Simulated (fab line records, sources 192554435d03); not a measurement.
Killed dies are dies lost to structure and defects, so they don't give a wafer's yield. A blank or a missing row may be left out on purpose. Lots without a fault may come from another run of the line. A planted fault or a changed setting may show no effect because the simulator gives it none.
fab line records | flow n5_finfet
record lots=12 wafers=31 last_day=17
route steps=1938 shown BEOL_M11@1587 BEOL_M12@1609 PASSIVATION@1936
lots that met no fault: from a run of the same line without faults
start_h: hours from the record's first day to the start of the lot's first wafer shown | wait_h: hours since the lot's step before | " the same as in the row above | L1.1+2: a row that stands for several wafers | - no value, or no start given | * or withheld: withheld | < > ~ a bound
route shown NAME@n: a module of which the file shows steps, and the number in the route of the first | usual: mean/standard deviation of fault-free wafers | same: alike in all rows | chamber/n: place in a boat | sites: the reading at each site | _std_site: their standard deviation | _edge_site: outer sites' mean less inner sites' | radius_mm: how far each site lies from the wafer's centre | mask NAME#n: copy n | behind: the tool/chamber that last shaped the wafer | hold: why the lot was held/for how many hours/how that ended | device: the transistor (n, p or np) that didn't switch | end of line: the same wafers' tests at the end of the route | a step without rows: its recipe alone | killed: dies lost to structure and defects at the first sort, not the wafer's yield | map: a wafer's dies, x killed, . not, _ none there
set.NAME: the setting as run; set.NAME@STEP: as run at that earlier step | model.NAME: the simulator's own value behind a step, which no gauge read
steps of the route over a sample of lots; a table a step, a row a wafer
services: from which hour (start_h, from the record's first day; less than 0 if before it) a tool's chamber was out of use, for how many hours, and why
## steps
# step N5_BEOL_M11_CURE_72
# recipe temp_c=370 time_s=120 ambient=DMADMS/He material=SiCOH_lowk
# usual lamp_power_pct=52.31/0.052 wafer_temp_C_max=371.6/0.49
# columns lot.wafer tool chamber start_h wait_h lamp_power_pct wafer_temp_C_max
L573.1 uv_cure-03 0 238.95 0.0 52.30 371.5
L573.2 " 0 " " 52.28 371.5
L575.1 uv_cure-01 1 239.41 0.0 52.33 371.2
L575.3 " 1 " " 52.17 371.5
L579.1 uv_cure-01 1 261.44 0.0 52.30 371.2
L579.2 " 1 " " 52.38 371.6
L579.6 " 1 " " 52.26 371.7
L578.1 uv_cure-01 2 264.81 0.0 52.33 371.9
L578.5 " 2 " " 52.37 371.8
L578.6 " 2 " " 52.32 371.5
L580.3 uv_cure-03 0 268.63 0.1 52.28 372.1
L580.4 " 0 " " 52.33 371.9
L584.3 uv_cure-02 2 295.92 0.3 52.33 370.8
L584.6 " 2 " " 52.37 371.3
L582.4 uv_cure-03 2 296.22 0.4 52.44 372.5
L582.5 " 2 " " 52.24 371.9
L582.6 " 2 " " 52.35 372.8
L586.1 uv_cure-01 2 301.87 0.0 52.31 372.1
L586.3 " 2 " " 52.17 371.1
L586.6 " 2 " " 52.39 372.3
L588.3 uv_cure-03 1 335.12 0.1 52.34 371.2
L588.4 " 1 " " 52.33 372.2
L588.5 " 1 " " 52.29 371.5
L589.2 uv_cure-03 1 336.67 0.1 52.34 371.5
L589.5 " 1 " " 52.35 372.4
L589.6 " 1 " " 52.28 371.0
L593.2 uv_cure-03 1 364.27 0.2 52.32 371.8
L593.5 " 1 " " 52.37 371.6
L596.1 uv_cure-02 1 370.43 0.0 52.21 371.6
L596.3 " 1 " " 52.24 371.3
L596.4 " 1 " " 52.33 371.3
# step N5_BEOL_M12_PEB_08
# recipe peb_temp_c=130 peb_time_s=90
# usual heater_power_total_W=172.5/0.77 plate_temp_C=130.02/0.14
# columns lot.wafer tool chamber start_h wait_h heater_power_total_W plate_temp_C
L573.1 litho_track-04 0 242.79 0.1 170.9 129.87
L573.2 " 0 " " 172.3 130.06
L575.1 litho_track-04 0 243.22 0.1 173.5 129.97
L575.3 " 0 " " 172.8 130.23
L579.1 litho_track-04 0 264.18 0.1 171.8 130.32
L579.2 " 0 " " 173.1 130.18
L579.6 " 0 " " 173.1 130.22
L578.1 litho_track-01 0 268.02 0.1 173.7 129.60
L578.5 " 0 " " 172.4 129.87
L578.6 " 0 " " 171.2 129.88
L580.3 litho_track-01 0 271.07 0.0 172.1 130.10
L580.4 " 0 " " 171.5 130.19
L584.3 litho_track-01 0 298.67 0.0 171.6 130.01
L584.6 " 0 " " 172.7 130.05
L582.4 litho_track-01 0 298.83 0.0 172.2 129.83
L582.5 " 0 " " 172.9 130.13
L582.6 " 0 " " 172.8 130.09
L586.1 litho_track-04 0 305.46 0.1 172.9 130.13
L586.3 " 0 " " 172.1 130.14
L586.6 " 0 " " 173.7 129.86
L588.3 litho_track-01 0 338.78 0.0 169.2 128.05
L588.4 " 0 " " 168.4 127.95
L588.5 " 0 " " 167.8 128.17
L589.2 litho_track-01 0 341.04 0.0 169.7 127.77
L589.5 " 0 " " 168.4 127.91
L589.6 " 0 " " 168.8 127.90
L593.2 litho_track-05 0 366.93 0.0 172.9 130.11
L593.5 " 0 " " 173.0 130.12
L596.1 litho_track-05 0 373.45 0.1 173.4 129.93
L596.3 " 0 " " 172.8 129.95
L596.4 " 0 " " 172.8 130.14
# step N5_BEOL_M12_CD_MEAS_10
# recipe target_cd_nm=140 landing_energy_ev=500 detector=se_inlens polarity=opening
# usual cd_nm=140.3/1.9
# columns lot.wafer tool chamber start_h wait_h cd_nm
L573.1 cd_sem-03 0 242.90 - 140.7
L573.2 " 0 " " 143.7
L575.1 cd_sem-03 0 243.33 - 139.6
L575.3 " 0 " " 145.1
L579.1 cd_sem-01 0 264.29 - 138.6
L579.2 " 0 " " 139.9
L579.6 " 0 " " 141.9
L578.1 cd_sem-02 0 268.14 - 141.2
L578.5 " 0 " " 140.3
L578.6 " 0 " " 140.3
L580.3 cd_sem-03 0 271.19 - 141.3
L580.4 " 0 " " 142.0
L584.3 cd_sem-03 0 298.79 - 141.9
L584.6 " 0 " " 140.6
L582.4 cd_sem-01 0 298.95 - 142.8
L582.5 " 0 " " 142.9
L582.6 " 0 " " 142.0
L586.1 cd_sem-03 0 305.57 - 143.5
L586.3 " 0 " " 140.2
L586.6 " 0 " " 139.9
L588.3 cd_sem-01 0 338.90 - 131.6
L588.4 " 0 " " 130.4
L588.5 " 0 " " 132.5
L589.2 cd_sem-02 0 341.15 - 135.3
L589.5 " 0 " " 134.1
L589.6 " 0 " " 135.2
L593.2 cd_sem-02 0 367.05 - 141.1
L593.5 " 0 " " 140.0
L596.1 cd_sem-03 0 373.56 - 139.6
L596.3 " 0 " " 140.6
L596.4 " 0 " " 139.2
# step N5_BEOL_M12_OVL_MEAS_11
# recipe points_per_wafer=44
# usual V11_OVL=-5/5.7
# columns lot.wafer tool chamber start_h wait_h V11_OVL[nm]
L573.1 overlay-01 0 242.93 0.0 -7
L573.2 " 0 " " -8
L575.1 overlay-01 0 243.37 0.0 -6
L575.3 " 0 " " -6
L579.1 overlay-01 0 264.33 0.0 2
L579.2 " 0 " " -8
L579.6 " 0 " " -7
L578.1 overlay-01 0 268.17 0.0 -11
L578.5 " 0 " " -17
L578.6 " 0 " " -8
L580.3 overlay-01 0 271.22 0.0 -1
L580.4 " 0 " " 7
L584.3 overlay-02 0 298.82 0.0 -12
L584.6 " 0 " " -5
L582.4 overlay-02 0 298.98 0.0 -2
L582.5 " 0 " " -6
L582.6 " 0 " " 3
L586.1 overlay-02 0 305.60 0.0 -2
L586.3 " 0 " " -7
L586.6 " 0 " " 0
L588.3 overlay-01 0 338.93 0.0 -2
L588.4 " 0 " " -2
L588.5 " 0 " " -9
L589.2 overlay-02 0 341.18 0.0 -4
L589.5 " 0 " " -7
L589.6 " 0 " " 2
L593.2 overlay-02 0 367.08 0.0 -4
L593.5 " 0 " " -2
L596.1 overlay-02 0 373.59 0.0 -9
L596.3 " 0 " " -8
L596.4 " 0 " " -13
# step N5_BEOL_M12_VIA_ETCH_16
# recipe chemistry=C4F8/O2/Ar target=SiOC pressure_mtorr=30 source_w=3000 bias_w=700 Ar_flow_sccm=400 C4F8_flow_sccm=15 O2_flow_sccm=8 he_inner_torr=15 he_outer_torr=30 target_depth_a=7248 time_s=withheld ion_energy_ev=250 ends=cleared
# usual drypump_motor_current_A=5.7/0.44 mfc_ar_sccm=400.0/1.2 oes_product_au=0.74/0.051 rf_vpp_V=666.4/3 showerhead_plenum_p_Torr=3.45/0.096 throttle_valve_pct=24.08/0.28
# columns lot.wafer tool chamber start_h wait_h drypump_motor_current_A mfc_ar_sccm oes_product_au rf_vpp_V showerhead_plenum_p_Torr throttle_valve_pct
L573.1 rie_diel-06 1 243.08 0.0 6.1 400.3 0.70 662.7 3.29 24.14
L573.2 " 2 " " 5.1 401.2 0.77 666.9 3.47 23.82
L575.1 rie_diel-06 2 243.51 0.0 5.1 398.2 0.76 667.6 3.47 23.82
L575.3 " 0 " " 6.2 399.3 0.74 669.5 3.57 23.69
L579.1 rie_diel-06 2 264.57 0.0 5.1 402.3 0.76 666.3 3.46 23.80
L579.2 " 3 " " 5.8 402.8 0.73 669.1 3.58 24.04
L579.6 " 0 " " 6.1 402.3 0.73 671.0 3.57 23.70
L578.1 rie_diel-06 1 268.31 0.0 6.1 399.7 0.68 662.1 3.29 24.16
L578.5 " 2 " " 5.1 400.8 0.74 667.9 3.47 23.81
L578.6 " 1 " " 6.1 400.6 0.68 662.5 3.29 24.16
L580.3 rie_diel-03 0 271.36 0.0 6.2 400.2 0.72 665.2 3.44 24.68
L580.4 " 1 " " 5.7 398.6 0.78 670.7 3.57 23.90
L584.3 rie_diel-02 2 298.98 0.0 5.6 400.5 0.83 662.3 3.35 23.98
L584.6 " 3 " " 4.9 402.1 0.68 665.8 3.44 23.94
L582.4 rie_diel-02 1 299.31 0.0 5.7 399.9 0.80 666.7 3.48 23.83
L582.5 " 3 " " 4.9 400.4 0.69 664.8 3.44 23.95
L582.6 " 2 " " 5.6 399.6 0.85 664.7 3.35 23.96
L586.1 rie_diel-03 0 305.75 0.0 6.3 400.5 0.71 665.5 3.44 24.68
L586.3 " 1 " " 5.7 400.0 0.76 670.6 3.57 23.94
L586.6 " 3 " " 5.7 399.7 0.71 665.1 3.44 24.06
L588.3 rie_diel-03 2 339.13 0.0 5.5 400.7 0.74 669.2 3.56 24.39
L588.4 " 0 " " 6.2 399.4 0.70 665.7 3.43 24.70
L588.5 " 2 " " 5.5 401.2 0.73 669.8 3.56 24.40
L589.2 rie_diel-06 3 342.26 0.0 5.8 400.5 0.71 670.3 3.56 24.07
L589.5 " 0 " " 6.1 403.7 0.70 670.2 3.55 23.71
L589.6 " 1 " " 6.1 398.4 0.67 661.1 3.27 24.19
L593.2 rie_diel-06 1 367.22 0.0 6.1 400.9 0.66 660.9 3.27 24.20
L593.5 " 1 " " 6.1 399.6 0.66 661.7 3.27 24.18
L596.1 rie_diel-02 2 373.79 0.0 5.6 401.7 0.80 663.6 3.34 23.99
L596.3 " 0 " " 6.5 402.1 0.75 661.9 3.34 24.58
L596.4 " 3 " " 4.9 399.2 0.68 665.3 3.43 23.95
# step N5_PASSIVATION_PROBE_49
# usual defect_limited_yield=91.2/1.5 killed_at_M0_to_M3=36/10 killed_at_M4_up=13/6 killed_at_contacts=11/5.2 killed_at_front_end=40/11 killed_at_other=3.1/2.9 killed_dies=104/17 killed_open=66/12 killed_short=34/7.7 sort_bin_5_function=5.1/0.91 sort_bin_6_memory=3.2/0.67 sort_n_pass=1076/17 sort_yield_pct=91.2/1.5
# same gross_dies=1180 killed_at_back_side=0 sort_bin_4_leakage[%]=0 sort_bin_8_speed[%]=0
# columns lot.wafer tool chamber start_h wait_h defect_limited_yield[%] killed_at_M0_to_M3 killed_at_M4_up killed_at_contacts killed_at_front_end killed_at_other killed_dies killed_open killed_short sort_bin_5_function[%] sort_bin_6_memory[%] sort_n_pass sort_yield_pct[%]
L586.1 prober-02 - 352.91 0.7 91.5 35 13 17 34 1 100 68 32 5.1 3.3 1080 91.5
L586.6 prober-02 - 353.16 0.9 90.9 29 18 11 45 4 107 72 35 5.7 3.3 1073 90.9
L588.4 prober-01 - 378.33 0.2 91.2 38 7 10 45 4 104 63 31 5.2 2.8 1076 91.2
# killed by level:class
L586.1 MOL_CONTACT_COAG:geometric_particle:open=14 BEOL_M3:geometric_particle:open=11 BEOL_M2:geometric_particle:open=9 FIN_SAQP:geometric_particle:short=7 FIN_SAQP:geometric_particle:open=6 BEOL_M0:geometric_particle:open=5 STARTING-WAFER:geometric_particle:open=5 DUMMY_GATE:geometric_particle:open=4
L586.6 FIN_SAQP:geometric_particle:open=12 MOL_CONTACT_COAG:geometric_particle:open=9 BEOL_M3:geometric_particle:open=9 BEOL_M5:geometric_particle:open=7 FIN_SAQP:geometric_particle:short=6 DUMMY_GATE:geometric_particle:open=6 BEOL_M4:geometric_particle:open=6 GATE_CUT:geometric_particle:short=5
L588.4 BEOL_M0_SAQP:geometric_particle:short=10 BEOL_M0_SAQP:geometric_particle:open=10 MOL_CONTACT_COAG:geometric_particle:open=9 FIN_SAQP:geometric_particle:short=7 DUMMY_GATE:geometric_particle:open=7 HKMG_FIN:area_etch=7 FIN_SAQP:geometric_particle:open=6 GATE_CUT:geometric_particle:open=5
## services
# columns tool chamber start_h hours kind
uv_cure-03 - 216.83 1.0 pm
rie_diel-02 2 220.79 6.6 repair
rie_diel-02 3 222.10 1.4 repair
rie_diel-02 2 227.67 - clean
rie_diel-02 2 227.67 - consumable_replace:focus_ring
rie_diel-02 2 227.67 19.5 scheduled_down
rie_diel-02 2 227.67 19.5 vent_cycle
uv_cure-02 - 232.01 1.0 pm
uv_cure-02 - 238.47 9.2 pm
rie_diel-03 2 246.73 2.6 repair
uv_cure-02 - 281.48 2.8 pm
litho_track-01 - 285.79 - consumable_replace:filter
uv_cure-01 - 295.04 3.0 repair
rie_diel-06 - 307.32 2.8 pm
litho_track-05 - 315.18 - consumable_replace:filter
rie_diel-02 - 329.88 24.2 repair
uv_cure-03 - 345.58 7.6 repair
## key
first_sign step=N5_BEOL_M12_PEB_08 reading=plate_temp_C direction=down sigmas=15 usual=* struck=*
effect step=N5_BEOL_M12_PEB_08 reading=heater_power_total_W direction=down sigmas=4.9 usual=* struck=*
effect step=N5_BEOL_M12_CD_MEAS_10 reading=cd_nm direction=down sigmas=3.8 usual=140.3 struck=133.2 through=control_loop
met_at N5_BEOL_M12_PEB_08
struck_lots L588,L589
loop_trim step=N5_BEOL_M12_EXPOSE_07 setting=dose lots=L589
not_acting_at N5_BEOL_M11_CURE_72,N5_BEOL_M12_OVL_MEAS_11,N5_BEOL_M12_VIA_ETCH_16
onset_between 298.83 338.78
fault kind=process_parameter_drift tool=litho_track-01 chamber=- onset_h=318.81 steps=N5_BEOL_M12_PEB_08 channel=peb_temp_c offset=* shape=step end_h=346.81 acts_in=* stated=*
# loop_trim: a control loop set the setting to another value than it would have without faults
